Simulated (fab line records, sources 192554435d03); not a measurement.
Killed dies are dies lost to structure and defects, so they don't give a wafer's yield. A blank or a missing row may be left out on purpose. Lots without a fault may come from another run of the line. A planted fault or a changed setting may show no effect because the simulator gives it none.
Split-lot experiment | flow n5_finfet | 7 lots, 21 wafers read, on a route of 1938 steps

THE SPLIT
At N5_BEOL_M7_ILD_DEP_00 (deposits SiCOH lowk from DEMS/porogen, target thk 179.75 nm, time 33.4 s), the setting time_s was moved away from the recipe's 33.4 s on 8 of the 21 wafers read, by -10.4% to +5.7%. The other wafers ran this setting at the recipe's value.

FROM THE SPLIT TO THE READING: what the file shows between them, 1 step
- N5_BEOL_M7_CURE_74: cures SiCOH lowk, time 240 s

THE READING
M7_ILD_THK, in nm, at N5_BEOL_M7_THK_MEAS_01. Fault-free wafers of this fab line usually give 155.0 nm, standard deviation 2.2 nm.

wafer  | tool, chamber at the split | time_s as run, s | against the recipe | M7_ILD_THK, nm | against lot-mates on the recipe
L075.2 | pecvd-02, 0                | 31.25            | -6.4%              | 144.0          | -12.0
L075.4 | pecvd-02, 2                | 31.25            | -6.4%              | 145.3          | -10.7
L075.6 | pecvd-02, 0                | 33.4             | recipe             | 156.0          | -
L076.2 | pecvd-03, 1                | 35.11            | +5.1%              | 163.6          | +7.4
L076.4 | pecvd-03, 0                | 33.4             | recipe             | 156.2          | -
L076.6 | pecvd-03, 1                | 35.11            | +5.1%              | 165.2          | +9.0
L079.1 | pecvd-02, 0                | 33.4             | recipe             | 153.6          | -
L079.4 | pecvd-02, 2                | 33.4             | recipe             | 157.6          | -
L079.6 | pecvd-02, 1                | 33.4             | recipe             | 157.7          | -
L083.2 | pecvd-02, 1                | 35.24            | +5.5%              | 163.9          | +7.7
L083.4 | pecvd-02, 2                | 33.4             | recipe             | 156.2          | -
L083.5 | pecvd-02, 1                | 35.24            | +5.5%              | 165.5          | +9.3
L087.1 | pecvd-03, 2                | 33.4             | recipe             | 151.8          | -
L087.5 | pecvd-03, 0                | 35.29            | +5.7%              | 165.9          | +10.3
L087.6 | pecvd-03, 1                | 33.4             | recipe             | 159.4          | -
L092.1 | pecvd-03, 1                | 33.4             | recipe             | 153.5          | -
L092.5 | pecvd-03, 2                | 29.94            | -10.4%             | 138.1          | -16.8
L092.6 | pecvd-03, 1                | 33.4             | recipe             | 156.4          | -
L096.2 | pecvd-02, 0                | 33.4             | recipe             | 153.4          | -
L096.3 | pecvd-02, 1                | 33.4             | recipe             | 154.7          | -
L096.4 | pecvd-02, 2                | 33.4             | recipe             | 154.0          | -

THE FIT
A straight line over all 21 wafers: M7_ILD_THK changes by +1.7 nm for each +1% of time_s; r = +0.97; the points scatter about the line by 1.8 nm.
The same after taking each lot's own level away (the mean of its wafers on the recipe; 21 wafers): +1.66 nm for each +1%; r = +0.97; scatter 1.6 nm.
On that fit, the largest move of time_s shifts the reading by 17 nm.
The lots' own levels span 154.03 to 156.30 nm, that is 1.0 times the standard deviation above.
So the lot-to-lot level changes the slope little: the two slopes agree.
Check: with one of the wafers moved furthest among these (-10.4%) left out of the fit, the line predicts -17.6 nm for it against its lot-mates. It came out at -16.8 nm against them.

OTHER SPLITS ON THESE WAFERS
These wafers also went through other splits before the reading. Each is held against what the fit with the lots' levels taken away leaves over:
other split on the same wafers | wafers away from the commonest value | r with M7_ILD_THK (lot level and that fit taken away)
N5_BEOL_M4_COAT_22 spin_rpm    | 10                                   | -0.18
N5_BEOL_M5_COAT_66 spin_rpm    | 2                                    | +0.19
N5_BEOL_M5_COAT_74 spin_rpm    | 11                                   | -0.02

THE WHOLE CHAIN: every reading that the file lists as answering this split, in the file's order
step                   | what it does                                                             | reading                                                                                  | change (the file's fit)              | r (the file's)
N5_BEOL_M7_ILD_DEP_00  | deposits SiCOH lowk from DEMS/porogen, target thk 179.75 nm, time 33.4 s | SiCOH_lowk_of_BEOL_M7_ILD_DEP_00.thk_nm (the simulator's own value, which no gauge read) | +1.9 nm for each +1% of the setting  | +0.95
N5_BEOL_M7_CURE_74     | cures SiCOH lowk, time 240 s                                             | SiCOH_lowk_of_BEOL_M7_ILD_DEP_00.thk_nm (the simulator's own value, which no gauge read) | +1.65 nm for each +1% of the setting | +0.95
N5_BEOL_M7_THK_MEAS_01 |                                                                          | M7_ILD_THK                                                                               | +1.66 for each +1% of the setting    | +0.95

THE FILE'S OWN FIT
M7_ILD_THK changes by +1.66 nm for each +1% of time_s, r = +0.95.
